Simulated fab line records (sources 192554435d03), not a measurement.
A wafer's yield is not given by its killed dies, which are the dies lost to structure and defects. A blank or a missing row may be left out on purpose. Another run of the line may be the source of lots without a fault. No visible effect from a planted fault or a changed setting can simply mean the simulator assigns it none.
fab line records | flow n5_finfet
[record] lots = 6 wafers = 17 last_day = 18
route steps=1938 shown BEOL_M0_SAQP@635 BEOL_M4@1111 PASSIVATION@1936
lots with no fault: from the same line, run without faults
start_h: the number of hours between the record's first day and the start of the first shown wafer of the lot | wait_h: hours from the lot's prior step to this one | " repeats the value in the row above | L1.1+2: one row covering several wafers at once | - value missing, or start not given | * or withheld: withheld | < > ~ a bound
route shown NAME@n: a module of which the file shows steps, and the number in the route of the first | usual: the fault-free wafers' mean and standard deviation | same: alike in all rows | chamber/n: place in a boat | sites: readings site by site | _std_site: standard deviation of those values | _edge_site: mean of outer sites minus mean of inner sites | radius_mm: for every site, how far away it sits from the centre of the wafer | mask NAME#n: copy n | behind: the last tool/chamber to shape the wafer | hold: the reason the lot was held/the length of the hold in hours/how it ended | device: whichever transistor did not switch (one of n, p or np) | end of line: the tests these same wafers got at the end of their route | a step with no rows: only its recipe | killed: dies that structure and defects cost at the first sort, which is not the same as the wafer's yield | map: dies across one wafer; x = killed, . = not, _ = none there
set.NAME: the setting that was run; set.NAME@STEP: the one run at that earlier step | model.NAME: the simulator's own value behind a step, which no gauge read
a table for each step, a row for each wafer; lots at some steps of the route
services: when a tool's chamber went out of use (start_h, in hours from the record's first day, below 0 if earlier), for how many hours, and the reason
[[steps]]
[step N5_BEOL_M0_SAQP_PECVD_03]
[recipe] material = SiCN target_thk_a = 120 temp_c = withheld precursor = 3MS/NH3 pressure_torr = 3 rf_w = 202 time_s = 21.1
[usual] showerhead_plenum_p_Torr = 3.661/0.017 throttle_valve_pct = 9.0/0.33
[same] time_s = 21.1
// columns lot.wafer tool chamber start_h wait_h showerhead_plenum_p_Torr throttle_valve_pct
L939.1 pecvd-02 2 144.51 0.1 3.677 8.6
L939.2 " 0 " " 3.671 9.0
L939.6 " 0 " " 3.679 8.7
L943.2 pecvd-02 0 145.21 0.1 3.673 9.3
L943.3 " 2 " " 3.685 8.8
L943.6 " 1 " " 3.660 9.3
L952.1 pecvd-04 0 186.15 0.1 3.687 9.1
L952.2 " 2 " " 3.680 8.6
L952.6 " 2 " " 3.684 8.5
L953.5 pecvd-01 1 189.59 0.0 3.655 9.6
L953.6 " 2 " " 3.650 9.5
L960.1 pecvd-02 0 236.25 0.1 3.653 9.2
L960.2 " 2 " " 3.677 8.9
L960.3 " 1 " " 3.665 9.3
L961.2 pecvd-02 0 240.77 0.1 3.672 8.9
L961.4 " 1 " " 3.652 9.1
L961.6 " 2 " " 3.674 8.9
[step N5_BEOL_M0_SAQP_PECVD_96]
[recipe] material = a-Si target_thk_a = 450 temp_c = 350 precursor = SiH4/He pressure_torr = 3 rf_w = 100 time_s = 45.2
[usual] heater_power_w = 624/84 showerhead_plenum_p_Torr = 5.65/0.06 throttle_valve_pct = 18.1/0.61
[same] time_s = 45.2
// columns lot.wafer tool chamber start_h wait_h heater_power_w showerhead_plenum_p_Torr throttle_valve_pct
L939.1 pecvd-02 2 144.54 0.0 619 5.70 17.4
L939.2 " 0 " " 597 5.68 17.8
L939.6 " 0 " " 595 5.69 18.3
L943.2 pecvd-02 0 145.24 0.0 529 5.70 18.2
L943.3 " 2 " " 609 5.71 17.4
L943.6 " 1 " " 639 5.64 18.6
L952.1 pecvd-04 0 186.18 0.0 871 5.73 18.3
L952.2 " 2 " " 654 5.70 17.3
L952.6 " 2 " " 658 5.71 17.7
L953.5 pecvd-01 1 189.63 0.0 559 5.64 18.9
L953.6 " 2 " " 598 5.61 18.9
L960.1 pecvd-02 0 236.28 0.0 527 5.68 18.2
L960.2 " 2 " " 612 5.70 17.5
L960.3 " 1 " " 633 5.64 18.5
L961.2 pecvd-02 0 240.80 0.0 616 5.69 18.0
L961.4 " 1 " " 660 5.65 18.5
L961.6 " 2 " " 598 5.71 17.6
[step N5_BEOL_M0_SAQP_PECVD_97]
[recipe] material = SiNx target_thk_a = 230 temp_c = 350 precursor = SiH4/NH3/N2 pressure_torr = 1.5 rf_w = 300 time_s = 19.9
[usual] heater_power_w = 552/74 showerhead_plenum_p_Torr = 5.12/0.082 throttle_valve_pct = 39.7/1.4
[same] time_s = 19.9
// columns lot.wafer tool chamber start_h wait_h heater_power_w showerhead_plenum_p_Torr throttle_valve_pct
L939.1 pecvd-02 2 144.58 0.0 522 5.20 38.1
L939.2 " 0 " " 504 5.17 39.5
L939.6 " 0 " " 491 5.16 39.8
L943.2 pecvd-02 0 145.29 0.0 541 5.17 39.6
L943.3 " 2 " " 535 5.21 38.0
L943.6 " 1 " " 623 5.10 40.6
L952.1 pecvd-04 0 186.23 0.0 642 5.24 40.3
L952.2 " 2 " " 502 5.19 38.4
L952.6 " 2 " " 505 5.19 38.2
L953.5 pecvd-01 1 189.67 0.0 432 5.10 41.8
L953.6 " 2 " " 512 5.07 42.1
L960.1 pecvd-02 0 236.32 0.0 533 5.16 39.4
L960.2 " 2 " " 514 5.22 38.8
L960.3 " 1 " " 556 5.11 40.8
L961.2 pecvd-02 0 240.84 0.0 509 5.16 39.7
L961.4 " 1 " " 603 5.11 40.9
L961.6 " 2 " " 537 5.19 38.9
[step N5_BEOL_M0_SAQP_PECVD_04]
[recipe] material = a-Si target_thk_a = 600 temp_c = 350 precursor = SiH4/He pressure_torr = 3 rf_w = 100 time_s = 60.2
[usual] heater_power_w = 622/82 showerhead_plenum_p_Torr = 5.65/0.061 throttle_valve_pct = 18.1/0.65
[same] time_s = 60.2
// columns lot.wafer tool chamber start_h wait_h heater_power_w showerhead_plenum_p_Torr throttle_valve_pct
L939.1 pecvd-02 2 144.62 0.0 523 5.71 17.2
L939.2 " 0 " " 567 5.68 18.1
L939.6 " 0 " " 570 5.69 18.1
L943.2 pecvd-02 0 145.33 0.0 599 5.69 18.1
L943.3 " 2 " " 613 5.71 17.2
L943.6 " 1 " " 685 5.63 18.6
L952.1 pecvd-04 0 186.27 0.0 844 5.76 18.2
L952.2 " 2 " " 624 5.69 17.5
L952.6 " 2 " " 634 5.71 17.6
L953.5 pecvd-01 1 189.72 0.0 549 5.64 19.3
L953.6 " 2 " " 576 5.61 19.5
L960.1 pecvd-02 0 236.36 0.0 603 5.69 17.8
L960.2 " 2 " " 578 5.72 17.9
L960.3 " 1 " " 671 5.65 18.4
L961.2 pecvd-02 0 240.88 0.0 601 5.68 18.0
L961.4 " 1 " " 666 5.65 18.7
L961.6 " 2 " " 588 5.70 17.5
[step N5_BEOL_M0_SAQP_THK_MEAS_05]
[usual] thk_nm = 60.2/0.87
// columns lot.wafer tool chamber start_h wait_h thk_nm
L939.1 film_metro-01 - 144.72 0.1 60.1
L939.2 " - " " 59.6
L939.6 " - " " 60.1
L943.2 film_metro-02 - 145.42 0.1 59.0
L943.3 " - " " 60.2
L943.6 " - " " 59.6
L952.1 film_metro-02 - 186.36 0.1 60.5
L952.2 " - " " 61.1
L952.6 " - " " 61.0
L953.5 film_metro-02 - 189.79 0.0 60.1
L953.6 " - " " 59.4
L960.1 film_metro-01 - 236.46 0.1 59.8
L960.2 " - " " 59.4
L960.3 " - " " 58.2
L961.2 film_metro-02 - 240.98 0.1 59.3
L961.4 " - " " 60.4
L961.6 " - " " 61.1
[step N5_BEOL_M0_SAQP_HM_DEP_111]
[recipe] material = SiO2 target_thk_a = 120 temp_c = 400 precursor = SiH4/N2O pressure_torr = 0.75 rf_w = 275 time_s = 7.2
[usual] heater_power_w = 778/110 showerhead_plenum_p_Torr = 8.12/0.16
[same] time_s = 7.2
// columns lot.wafer tool chamber start_h wait_h heater_power_w showerhead_plenum_p_Torr
L939.1 pecvd-04 0 144.76 0.0 1059 8.36
L939.2 " 1 " " 931 7.89
L939.6 " 2 " " 755 8.24
L943.2 pecvd-04 1 145.46 0.0 908 7.89
L943.3 " 0 " " 898 8.34
L943.6 " 1 " " 913 7.90
L952.1 pecvd-02 2 186.40 0.0 722 8.27
L952.2 " 1 " " 755 8.07
L952.6 " 2 " " 738 8.28
L953.5 pecvd-02 2 189.84 0.1 746 8.29
L953.6 " 1 " " 769 8.11
L960.1 pecvd-02 2 236.50 0.0 751 8.27
L960.2 " 0 " " 765 8.18
L960.3 " 1 " " 808 8.08
L961.2 pecvd-01 2 241.02 0.0 608 7.96
L961.4 " 2 " " 627 7.95
L961.6 " 0 " " 733 7.85
[step N5_BEOL_M0_SAQP_COAT_81]
[recipe] resist = SOC temp_c = 250 time_s = 60 spin_rpm = 1500 resist_thk_nm = 100
[step N5_BEOL_M0_SAQP_COAT_82]
[recipe] resist = SiARC temp_c = 220 time_s = 60 spin_rpm = 1500 resist_thk_nm = 30
[step N5_BEOL_M0_SAQP_COAT_08]
[recipe] resist = CAR-ArF spin_rpm = 1500 resist_thk_nm = 90
[step N5_BEOL_M0_SAQP_EBR_10]
[recipe] solvent = PGMEA ebr_width_mm = 1.5
[step N5_BEOL_M0_SAQP_SOFTBAKE_09]
[recipe] temp_c = 110 time_s = 60 resist = CAR-ArF
[step N5_BEOL_M0_SAQP_EXPOSE_11]
[recipe] mask_id = M0_CORE na = 1.35 source_shape = dipole sigma_inner = 0.538 sigma_outer = 0.738 polarization = te target_cd_nm = 42 dose_mj = 55
[step N5_BEOL_M0_SAQP_PEB_12]
[recipe] peb_temp_c = withheld peb_time_s = 60 resist = CAR-ArF
// columns lot.wafer tool chamber start_h wait_h
L939.1+2+6 litho_track-04 0 145.13 0.1
L943.2+3+6 litho_track-01 0 145.85 0.0
L952.1+2+6 litho_track-04 0 186.78 0.1
L953.5+6 litho_track-04 0 190.08 0.0
L960.1+2+3 litho_track-02 0 236.75 0.1
L961.2+4+6 litho_track-02 0 241.27 0.0
[step N5_BEOL_M0_SAQP_DEVELOP_13]
[recipe] develop_time_s = 30 developer = TMAH resist = CAR-ArF dev_temp_c = 23 rinse_liquid = diw dry = air_spin
[step N5_BEOL_M0_SAQP_CD_MEAS_14]
[recipe] target_cd_nm = 42.5 landing_energy_ev = 500 detector = se_inlens
[usual] cd_nm = 42.4/0.37
// columns lot.wafer tool chamber start_h wait_h cd_nm
L939.1 cd_sem-02 0 145.20 - 42.0
L939.2 " 0 " " 42.4
L939.6 " 0 " " 42.4
L943.2 cd_sem-02 0 145.92 - 42.8
L943.3 " 0 " " 43.4
L943.6 " 0 " " 42.7
L952.1 cd_sem-02 0 186.84 - 42.3
L952.2 " 0 " " 45.1
L952.6 " 0 " " 42.9
L953.5 cd_sem-01 0 190.15 - 45.0
L953.6 " 0 " " 41.9
L960.1 cd_sem-01 0 236.82 - 43.0
L960.2 " 0 " " 42.3
L960.3 " 0 " " 42.4
L961.2 cd_sem-03 0 241.34 - 42.5
L961.4 " 0 " " 42.4
L961.6 " 0 " " 42.9
[step N5_BEOL_M0_SAQP_OVL_MEAS_15]
[recipe] points_per_wafer = 44
[usual] M0_CORE_OVL = 0.3/0.71
// columns lot.wafer tool chamber start_h wait_h M0_CORE_OVL[nm]
L939.1 overlay-01 0 145.23 0.0 0.6
L939.2 " 0 " " 1.3
L939.6 " 0 " " 0.8
L943.2 overlay-02 0 145.94 0.0 -1.6
L943.3 " 0 " " -1.3
L943.6 " 0 " " -0.8
L952.1 overlay-02 0 186.88 0.0 -0.8
L952.2 " 0 " " 0.2
L952.6 " 0 " " -0.3
L953.5 overlay-02 0 190.17 0.0 0.0
L953.6 " 0 " " -0.7
L960.1 overlay-01 0 236.85 0.0 1.0
L960.2 " 0 " " 0.2
L960.3 " 0 " " 0.1
L961.2 overlay-01 0 241.37 0.0 1.0
L961.4 " 0 " " 1.9
L961.6 " 0 " " 1.0
[step N5_BEOL_M4_RC_MEAS_101]
[usual] DIBL_N = 35.6/1.7 DIBL_P = 35.0/2 IOFF_N = 0.148/0.027 IOFF_P = 0.19/0.032 ION_N = 671/14 ION_P = 460/9.1 SS_N = 71.3/0.62 SS_P = 73.0/0.64 VT_N = 251/3.2 VT_P = -251.5/2.9
// columns lot.wafer tool chamber start_h wait_h DIBL_N[mV/V] DIBL_P[mV/V] IOFF_N[nA/um] IOFF_P[nA/um] ION_N[uA/um] ION_P[uA/um] SS_N[mV/dec] SS_P[mV/dec] VT_N[mV] VT_P[mV]
L939.1 prober-02 0 199.78 0.0 35.3 35.6 0.144 0.17 665 456 70.9 73.0 252 -251.6
L939.2 " 0 " " 35.4 36.0 0.151 0.18 679 456 70.8 73.7 250 -251.5
L939.6 " 0 " " 32.9 33.6 0.115 0.15 676 458 70.5 73.3 255 -253.2
L943.2 prober-01 0 245.07 0.2 33.0 33.4 0.124 0.16 669 451 70.9 71.9 250 -253.5
L943.3 " 0 " " 29.8 30.2 0.090 0.13 653 445 69.7 72.0 257 -257.7
L943.6 " 0 " " 33.6 35.3 0.132 0.18 665 453 71.1 72.7 251 -250.8
L952.1 prober-01 0 275.50 0.0 38.2 36.9 0.191 0.24 690 471 71.5 73.9 246 -249.2
L952.2 " 0 " " 39.2 38.3 0.219 0.26 678 466 71.3 74.0 246 -247.0
L952.6 " 0 " " 36.8 35.6 0.172 0.22 689 468 70.8 74.6 247 -248.6
L953.5 prober-02 0 277.53 0.6 37.3 34.4 0.136 0.17 655 447 71.3 73.3 257 -256.0
L953.6 " 0 " " 39.0 37.9 0.167 0.21 673 460 71.2 74.2 253 -251.9
L960.1 prober-02 0 308.39 0.0 34.3 32.2 0.131 0.17 661 456 71.4 72.9 250 -251.8
L960.2 " 0 " " 38.1 37.4 0.208 0.26 696 476 72.1 73.8 245 -246.6
L960.3 " 0 " " 35.2 33.9 0.154 0.19 671 462 71.3 73.0 247 -250.4
L961.2 prober-01 0 322.17 0.2 37.2 37.1 0.165 0.21 673 462 70.8 73.0 246 -249.8
L961.4 " 0 " " 37.3 36.3 0.151 0.18 671 452 71.6 73.3 252 -255.0
L961.6 " 0 " " 37.2 37.4 0.156 0.20 682 466 71.9 73.2 252 -252.4
[step N5_PASSIVATION_PROBE_49]
[usual] defect_limited_yield = 91.2/1.6 killed_at_M0_to_M3 = 35/11 killed_at_M4_up = 14/5.4 killed_at_contacts = 13/6 killed_at_front_end = 38/11 killed_at_other = 3.4/2.6 killed_dies = 104/19 killed_on_rim = 13/3.9 killed_open = 68/13 killed_short = 34/8.5 sort_bin_5_function = 5.1/1 sort_bin_6_memory = 3.3/0.72 sort_bin_8_speed = 0.1/0.9 sort_n_pass = 1075/22 sort_yield_pct = 91.1/1.9
[same] gross_dies = 1180 killed_at_back_side = 0 sort_bin_4_leakage[%] = 0
// columns lot.wafer tool chamber start_h wait_h defect_limited_yield[%] killed_at_M0_to_M3 killed_at_M4_up killed_at_contacts killed_at_front_end killed_at_other killed_dies killed_on_rim killed_open killed_short sort_bin_5_function[%] sort_bin_6_memory[%] sort_bin_8_speed[%] sort_n_pass sort_yield_pct[%]
L939.1 prober-01 - 315.08 0.0 89.1 52 22 15 39 1 129 18 81 37 6.6 3.3 0 1051 89.1
L939.2 prober-01 - 315.13 0.1 92.6 41 6 20 15 5 87 13 54 32 3.7 3.3 0 1093 92.6
L939.6 prober-01 - 315.33 0.3 90.2 46 15 16 35 4 116 14 75 38 5.7 3.9 0 1064 90.2
L943.2 prober-01 - 353.84 0.1 92.9 24 18 12 26 4 84 10 57 27 4.5 2.5 0 1096 92.9
L943.3 prober-01 - 353.89 0.1 92.4 29 12 15 26 8 90 9 66 24 4.2 3.2 0.1 1089 92.3
L943.6 prober-01 - 354.04 0.3 90.1 41 15 16 44 1 117 14 73 44 5.7 3.9 0 1063 90.1
L953.5 prober-01 - 393.25 0.2 92.6 29 15 14 29 0 87 10 60 23 4.2 3.1 0 1093 92.6
L953.6 prober-01 - 393.30 0.3 91.0 33 12 12 46 3 106 5 63 27 4.4 3.1 0 1074 91.0
L952.1 prober-01 - 395.56 0.0 93.6 26 5 15 25 4 75 10 56 19 4.3 2.0 0 1105 93.6
L952.2 prober-01 - 395.61 0.1 92.9 20 11 8 40 5 84 14 44 39 3.9 3.0 0 1096 92.9
L952.6 prober-01 - 395.81 0.3 92.2 36 9 13 25 9 92 14 57 33 4.2 3.1 0 1088 92.2
L960.1 prober-01 - 422.17 0.4 93.6 17 16 10 28 4 75 9 47 27 3.7 2.4 0 1105 93.6
L960.2 prober-01 - 422.22 0.5 90.9 28 24 10 43 2 107 14 64 43 5.8 2.9 0 1073 90.9
L960.3 prober-01 - 422.27 0.5 92.5 27 18 8 29 6 88 16 62 24 4.2 2.9 0 1092 92.5
L961.2 prober-01 - 436.58 0.1 92.0 25 15 8 43 3 94 11 65 27 5.2 2.5 0 1086 92.0
L961.4 prober-01 - 436.68 0.2 92.6 23 12 8 39 5 87 8 50 34 4.0 2.9 0 1093 92.6
L961.6 prober-01 - 436.78 0.3 91.7 26 16 13 43 0 98 13 58 39 5.6 2.5 0 1082 91.7
// killed by level:class
L939.1 BEOL_M0_SAQP:geometric_particle:open=12 MOL_CONTACT_COAG:geometric_particle:open=11 BEOL_M2:geometric_particle:open=9 BEOL_M3:geometric_particle:open=8 HKMG_FIN:area_etch=8 BEOL_M0_SAQP:geometric_particle:short=7 BEOL_M1:geometric_particle:open=6 BEOL_M4:geometric_particle:open=6
L939.2 MOL_CONTACT_COAG:geometric_particle:open=14 BEOL_M3:geometric_particle:open=13 BEOL_M1:geometric_particle:open=7 BEOL_M2:geometric_particle:short=7 BEOL_M0:geometric_particle:open=6 MOL_CONTACT_COAG:geometric_particle:short=6 STARTING-WAFER:geometric_particle:short=4 FIN_SAQP:geometric_particle:open=3
L939.6 BEOL_M3:geometric_particle:open=15 MOL_CONTACT_COAG:geometric_particle:open=13 STI_FIN_REVEAL:geometric_particle:open=8 GATE_CUT:geometric_particle:short=6 BEOL_M0_SAQP:geometric_particle:open=5 BEOL_M0:geometric_particle:open=5 BEOL_M4:geometric_particle:open=5 FIN_SAQP:geometric_particle:open=4
L943.2 BEOL_M0_SAQP:geometric_particle:open=13 BEOL_M4:geometric_particle:open=11 MOL_CONTACT_COAG:geometric_particle:open=10 BEOL_M0_SAQP:geometric_particle:short=8 FIN_SAQP:geometric_particle:short=5 FIN_SAQP:geometric_particle:open=4 STI_FIN_REVEAL:geometric_particle:open=4 DUMMY_GATE:geometric_particle:open=3
L943.3 MOL_CONTACT_COAG:geometric_particle:open=13 FIN_SAQP:geometric_particle:open=9 BEOL_M0_SAQP:geometric_particle:open=9 BEOL_M0_SAQP:geometric_particle:short=9 BEOL_M4:geometric_particle:open=6 BEOL_M2:geometric_particle:open=5 FIN_SAQP:geometric_particle:short=4 BEOL_M3:geometric_particle:open=3
L943.6 BEOL_M0_SAQP:geometric_particle:open=14 MOL_CONTACT_COAG:geometric_particle:open=14 BEOL_M0_SAQP:geometric_particle:short=12 FIN_SAQP:geometric_particle:short=7 BEOL_M1:geometric_particle:open=7 FIN_SAQP:geometric_particle:open=6 BEOL_M4:geometric_particle:open=6 STI_FIN_REVEAL:geometric_particle:open=5
L953.5 MOL_CONTACT_COAG:geometric_particle:open=13 BEOL_M0_SAQP:geometric_particle:short=8 BEOL_M4:geometric_particle:open=8 BEOL_M0_SAQP:geometric_particle:open=6 BEOL_M1:geometric_particle:open=6 DUMMY_GATE:geometric_particle:open=5 BEOL_M3:geometric_particle:open=5 STI_FIN_REVEAL:geometric_particle:open=4
L953.6 HKMG_FIN:area_etch=16 MOL_CONTACT_COAG:geometric_particle:open=11 BEOL_M0_SAQP:geometric_particle:open=9 FIN_SAQP:geometric_particle:short=7 BEOL_M1:geometric_particle:open=6 STI_FIN_REVEAL:geometric_particle:open=6 BEOL_M4:geometric_particle:open=6 BEOL_M2:geometric_particle:open=4
L952.1 MOL_CONTACT_COAG:geometric_particle:open=13 BEOL_M2:geometric_particle:open=7 DUMMY_GATE:geometric_particle:open=5 FIN_SAQP:geometric_particle:open=4 STI_FIN_REVEAL:geometric_particle:open=4 BEOL_M1:geometric_particle:open=4 BEOL_M0:geometric_particle:open=4 BEOL_M0_SAQP:geometric_particle:open=3
L952.2 BEOL_M0_SAQP:geometric_particle:open=8 FIN_SAQP:geometric_particle:open=7 BEOL_M0_SAQP:geometric_particle:short=7 ILD0:geometric_particle:short=6 GATE_CUT:geometric_particle:short=4 MOL_CONTACT_COAG:geometric_particle:open=4 MOL_CONTACT_COAG:geometric_particle:short=4 BEOL_M7:geometric_particle:open=4
L952.6 MOL_CONTACT_COAG:geometric_particle:open=10 BEOL_M3:geometric_particle:open=9 BEOL_M1:geometric_particle:open=8 BEOL_M2:geometric_particle:short=6 BEOL_M2:geometric_particle:open=6 FIN_SAQP:geometric_particle:short=4 GATE_CUT:geometric_particle:short=4 FIN_SAQP:geometric_particle:open=3
L960.1 MOL_CONTACT_COAG:geometric_particle:open=7 BEOL_M2:geometric_particle:open=6 ILD0:geometric_particle:open=5 GATE_CUT:geometric_particle:open=5 ILD0:geometric_particle:short=4 GATE_CUT:geometric_particle:short=4 MOL_CONTACT_COAG:geometric_particle:short=3 BEOL_M0_SAQP:geometric_particle:open=3
L960.2 BEOL_M4:geometric_particle:open=13 BEOL_M0_SAQP:geometric_particle:open=12 FIN_SAQP:geometric_particle:short=11 BEOL_M0_SAQP:geometric_particle:short=10 FIN_SAQP:geometric_particle:open=9 STI_FIN_REVEAL:geometric_particle:open=9 MOL_CONTACT_COAG:geometric_particle:open=8 ILD0:geometric_particle:short=4
L960.3 STI_FIN_REVEAL:geometric_particle:open=10 BEOL_M0_SAQP:geometric_particle:open=9 BEOL_M0_SAQP:geometric_particle:short=9 MOL_CONTACT_COAG:geometric_particle:open=8 FIN_SAQP:geometric_particle:open=6 FIN_SAQP:geometric_particle:short=5 BEOL_M2:geometric_particle:open=5 BEOL_M4:geometric_particle:open=5
L961.2 FIN_SAQP:geometric_particle:open=11 BEOL_M3:geometric_particle:open=6 MOL_CONTACT_COAG:geometric_particle:open=6 BEOL_M2:geometric_particle:open=6 BEOL_M4:geometric_particle:open=6 STI_FIN_REVEAL:geometric_particle:open=5 BEOL_M1:geometric_particle:open=5 FIN_SAQP:geometric_particle:short=4
L961.4 GATE_CUT:geometric_particle:short=12 FIN_SAQP:geometric_particle:short=5 MOL_CONTACT_COAG:geometric_particle:open=5 BEOL_M0_SAQP:geometric_particle:open=5 BEOL_M3:geometric_particle:open=5 BEOL_M4:geometric_particle:open=5 STI_FIN_REVEAL:geometric_particle:open=4 GATE_CUT:geometric_particle:open=4
L961.6 STI_FIN_REVEAL:geometric_particle:open=9 FIN_SAQP:geometric_particle:short=8 MOL_CONTACT_COAG:geometric_particle:open=8 FIN_SAQP:geometric_particle:open=7 GATE_CUT:geometric_particle:short=6 BEOL_M0_SAQP:geometric_particle:short=6 MOL_CONTACT_COAG:geometric_particle:short=5 BEOL_M3:geometric_particle:open=5
[[services]]
// columns tool chamber start_h hours kind
pecvd-01 2 124.38 24.2 repair
litho_track-02 - 158.61 - consumable_replace:filter
pecvd-01 - 164.59 14.6 pm
pecvd-04 1 166.84 5.5 scheduled_down
pecvd-01 2 202.43 - clean
pecvd-01 2 202.43 - consumable_replace:showerhead
pecvd-01 2 202.43 29.0 scheduled_down
pecvd-01 2 202.43 29.0 vent_cycle
pecvd-02 - 213.43 0.8 repair
pecvd-01 1 232.63 - calibration
[[key]]
[first_sign] step = N5_BEOL_M0_SAQP_CD_MEAS_14 reading = cd_nm direction = up sigmas = 7.1 usual = 42.4 struck = 45.0
effect none on later readings
met_at N5_BEOL_M0_SAQP_PEB_12
struck_wafers L952.2,L953.5
[baseline_loss] step = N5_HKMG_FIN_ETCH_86 wafers = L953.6
onset_between 145.13 186.78
[fault] kind = process_parameter_drift tool = litho_track-04 chamber = - onset_h = 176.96 steps = N5_BEOL_M0_SAQP_PEB_12 channel = peb_time_s offset = * shape = step end_h = 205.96 scope = struck_wafers_only acts_in = * stated = *
// baseline_loss: these wafers lose ten dies or more at that step, a loss of the line's own and not of a fault; the sort's usual values leave them out
